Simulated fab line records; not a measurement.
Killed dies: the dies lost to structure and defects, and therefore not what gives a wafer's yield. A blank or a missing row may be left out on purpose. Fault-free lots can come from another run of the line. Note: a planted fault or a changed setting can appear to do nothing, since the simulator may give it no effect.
Struck lot and sound lot, side by side ; flow nand-harc ; 15 steps out of a route of 1302
Sound: wafers L244.2, L244.5, L244.6. Struck: wafer L255.6 (L255.2, L255.4, from the same lot, were not struck and are left out); the cause is given at the end.
Per side, at each step with rows, come the tool, then ch with its chambers, and then its first start. Under that, the readings that differ: sound wafers ; struck wafers ; difference of the means ; sigmas: that difference in standard deviations of wafers without a fault.
alike: a reading whose means differ by less than 2 such deviations, as well as words and numbers matching on both sides. not compared: withheld readings; readings where some wafer has no value; bounds like >300 that might hide an equal value; numbers whose values overlap and for which the record gives no deviation.
A row with sigmas, a row that says differs or no value, or rows on one side alone: a step with any of these is where the two part. Numbers that have no deviation but don't overlap get no sigmas and don't part them. A reading that every wafer of one side lacks parts them only if that side has two wafers or more.

first, 7 steps without rows for these wafers: NHARC_A_CHANNEL_HOLE_D1_COAT_37 (time 65 s); NHARC_A_CHANNEL_HOLE_D1_COAT_04 (resist thk 90 nm); NHARC_A_CHANNEL_HOLE_D1_SOFTBAKE_05 (time 55 s); NHARC_A_CHANNEL_HOLE_D1_EBR_06; NHARC_A_CHANNEL_HOLE_D1_EXPOSE_07 (exposes mask HOLE D1, target cd 100 nm); NHARC_A_CHANNEL_HOLE_D1_PEB_08 (peb time 65 s); NHARC_A_CHANNEL_HOLE_D1_DEVELOP_09 (develop time 35 s).
NHARC_A_CHANNEL_HOLE_D1_CD_MEAS_10 targets a cd of 100 nm.
  sound on cd-sem-02 ch 0, day 9 10:23; struck on cd-sem-03 ch 0, day 14 04:31
  alike: cd-nm
NHARC_A_CHANNEL_HOLE_D1_OVL_MEAS_11:
  struck on overlay-01, day 14 04:37; sound on overlay-02, day 9 10:28
reading;sound;struck;difference;sigmas
overlay-y-nm (nm);-0.4 -0.4 -0.4;2.1;+2.5;+3
  alike: overlay-x-nm
NHARC_A_CHANNEL_HOLE_D1_INSPECT_12:
  struck on defect-inspect-02, day 14 04:39; sound on defect-inspect-02, day 9 10:31
  alike: raw-defect-count
NHARC_A_CHANNEL_HOLE_D1_DESCUM_15: chemistry O2, time 3 s.
  sound on rie-diel-11 ch 0,3, day 9 10:35; struck on rie-diel-08 ch 2, day 14 04:43
  alike: drypump-motor-current-A, oes-product-au, rf-vpp-V, showerhead-plenum-p-Torr, throttle-valve-pct
  not compared: rf-hours-counter-h
NHARC_A_CHANNEL_HOLE_D1_ETCH_38: etches the open film in CF4, target depth 39 nm, time 65 s.
  sound on rie-diel-11 ch 0,1,3, day 9 10:40; struck on rie-diel-08 ch 2, day 14 04:49
  alike: drypump-motor-current-A, oes-product-au, rf-fwd-power-W, rf-vpp-V, run-length-s, showerhead-plenum-p-Torr, throttle-valve-pct
  not compared: rf-hours-counter-h
NHARC_A_CHANNEL_HOLE_D1_ETCH_39: etches the open film in N2/H2, target depth 260 nm, time 325 s.
  sound on rie-diel-11 ch 1,2, day 9 10:46; struck on rie-diel-08 ch 2, day 14 04:56
reading;sound;struck;difference;sigmas
run-length-s (s);345.9 346.0 346.5;262.2;-83.9;-99 or more
throttle-valve-pct (%);14.172 14.187 14.181;14.159;-0.021;-2
  alike: drypump-motor-current-A, oes-product-au, rf-vpp-V, showerhead-plenum-p-Torr
  not compared: rf-fwd-power-W, rf-hours-counter-h
NHARC_A_CHANNEL_HOLE_D1_ETCH_34: etches the open film in CF4/CHF3, target depth 154 nm, time 77 s.
  sound on rie-diel-11 ch 1,2,3; struck on rie-diel-08 ch 3
  alike: drypump-motor-current-A, oes-product-au, rf-fwd-power-W, rf-vpp-V, run-length-s, showerhead-plenum-p-Torr, throttle-valve-pct
  not compared: rf-hours-counter-h
-- break in the record here, with 16 days between the starts of the struck wafers on either side (left off in module A_CHANNEL_HOLE_D1, picked up again in module END, where the first step shown is number 1302 on the route) --
NHARC_END_SORT_01:
  sound on prober-02 ch 0, day 26 08:30; struck on prober-01 ch 0, day 30 13:52
reading;sound;struck;difference;sigmas
killed-at-array;44 41 40;290;+248;+14
killed-dies;55 48 49;292;+241;+13
  alike: killed-at-other, killed-at-periphery, killed-open, killed-short

## WHERE THEY PART
Last at NHARC_END_SORT_01 as far as this record goes, first at NHARC_A_CHANNEL_HOLE_D1_OVL_MEAS_11.

WHY: the cause the simulator had injected
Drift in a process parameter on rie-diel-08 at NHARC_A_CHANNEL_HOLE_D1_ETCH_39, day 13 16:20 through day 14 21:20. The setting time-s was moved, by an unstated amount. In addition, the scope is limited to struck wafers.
